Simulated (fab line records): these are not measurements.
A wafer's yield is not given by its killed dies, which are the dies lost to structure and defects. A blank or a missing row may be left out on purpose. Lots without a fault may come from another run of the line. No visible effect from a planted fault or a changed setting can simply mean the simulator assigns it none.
Matching of chambers :: flow n5_finfet :: 4 sister chambers for N5_FIN_SAQP_MANDREL1_REMOVE_56 on rie_si-03
The step chemistry HBr/Cl2/O2, target a-Si, stops on SiNx, bt time 10 s. 14 wafers are shown with their chamber, then 7 later ones without.

== EACH WAFER AND ITS CHAMBER ==
wafer: L083.3
chamber: 0
throttle_valve_pct (%): 37.10
drypump_motor_current_A (A): 5.96
oes_product_au (a.u.): 0.988

wafer: L083.4
chamber: 1
throttle_valve_pct (%): 36.50
drypump_motor_current_A (A): 5.19
oes_product_au (a.u.): 1.001

wafer: L083.5
chamber: 0
throttle_valve_pct (%): 37.09
drypump_motor_current_A (A): 5.97
oes_product_au (a.u.): 0.993

wafer: L084.1
chamber: 1
throttle_valve_pct (%): 36.48
drypump_motor_current_A (A): 5.20
oes_product_au (a.u.): 0.994

wafer: L084.2
chamber: 3
throttle_valve_pct (%): 36.82
drypump_motor_current_A (A): 5.10
oes_product_au (a.u.): 0.966

wafer: L084.4
chamber: 2
throttle_valve_pct (%): 35.99
drypump_motor_current_A (A): 5.54
oes_product_au (a.u.): 0.975

wafer: L086.1
chamber: 0
throttle_valve_pct (%): 37.10
drypump_motor_current_A (A): 5.96
oes_product_au (a.u.): 0.984

wafer: L086.4
chamber: 2
throttle_valve_pct (%): 35.98
drypump_motor_current_A (A): 5.55
oes_product_au (a.u.): 0.986

wafer: L086.6
chamber: 0
throttle_valve_pct (%): 37.09
drypump_motor_current_A (A): 5.97
oes_product_au (a.u.): 0.979

wafer: L088.2
chamber: 2
throttle_valve_pct (%): 35.98
drypump_motor_current_A (A): 5.53
oes_product_au (a.u.): 0.990

wafer: L088.5
chamber: 3
throttle_valve_pct (%): 36.84
drypump_motor_current_A (A): 5.12
oes_product_au (a.u.): 0.977

wafer: L088.6
chamber: 0
throttle_valve_pct (%): 37.11
drypump_motor_current_A (A): 5.97
oes_product_au (a.u.): 1.000

wafer: L089.4
chamber: 1
throttle_valve_pct (%): 36.51
drypump_motor_current_A (A): 5.21
oes_product_au (a.u.): 0.991

wafer: L089.5
chamber: 1
throttle_valve_pct (%): 36.49
drypump_motor_current_A (A): 5.15
oes_product_au (a.u.): 0.984

SIGNATURES, as means of the wafers listed above
reading: throttle_valve_pct
chamber 0: 37.0980
chamber 1: 36.4950
chamber 2: 35.9833
chamber 3: 36.8300
scatter within a chamber: 0.0102

reading: drypump_motor_current_A
chamber 0: 5.9660
chamber 1: 5.1875
chamber 2: 5.5400
chamber 3: 5.1100
scatter within a chamber: 0.0161

reading: oes_product_au
chamber 0: 0.98880
chamber 1: 0.99250
chamber 2: 0.98367
chamber 3: 0.97150
scatter within a chamber: 0.0077
Rule: a wafer lies at a distance from a chamber equal to the root of the sum of squares, over the readings, of (its reading less the chamber's mean, divided by the reading's scatter). If the next closest chamber is less than 2 further off than the closest, the wafer can't be placed; otherwise it belongs to the closest. The scatter: the root of (the sum of the squares of (reading less its chamber's mean) over the shown wafers, divided by (wafers less chambers)).

== WAFERS WITH NO CHAMBER GIVEN ==
wafer: L089.6
throttle_valve_pct (%): 35.98
drypump_motor_current_A (A): 5.56
oes_product_au (a.u.): 0.980

wafer: L095.1
throttle_valve_pct (%): 37.08
drypump_motor_current_A (A): 5.97
oes_product_au (a.u.): 0.981

wafer: L095.2
throttle_valve_pct (%): 35.97
drypump_motor_current_A (A): 5.49
oes_product_au (a.u.): 0.991

wafer: L095.4
throttle_valve_pct (%): 36.48
drypump_motor_current_A (A): 5.17
oes_product_au (a.u.): 1.011

wafer: L096.2
throttle_valve_pct (%): 35.97
drypump_motor_current_A (A): 5.56
oes_product_au (a.u.): 0.986

wafer: L096.3
throttle_valve_pct (%): 36.84
drypump_motor_current_A (A): 5.10
oes_product_au (a.u.): 0.975

wafer: L096.5
throttle_valve_pct (%): 37.06
drypump_motor_current_A (A): 5.98
oes_product_au (a.u.): 0.993

== CHAMBER TAKEN BY EACH ==
wafer: L089.6
from the rows above: 2
in truth: 2

wafer: L095.1
from the rows above: 0
in truth: 0

wafer: L095.2
from the rows above: 2
in truth: 2

wafer: L095.4
from the rows above: 1
in truth: 1

wafer: L096.2
from the rows above: 2
in truth: 2

wafer: L096.3
from the rows above: 3
in truth: 3

wafer: L096.5
from the rows above: 0
in truth: 0
Correct placement for 7 of the 7. From these rows, 0 cannot be placed. Placed wrongly: 0.
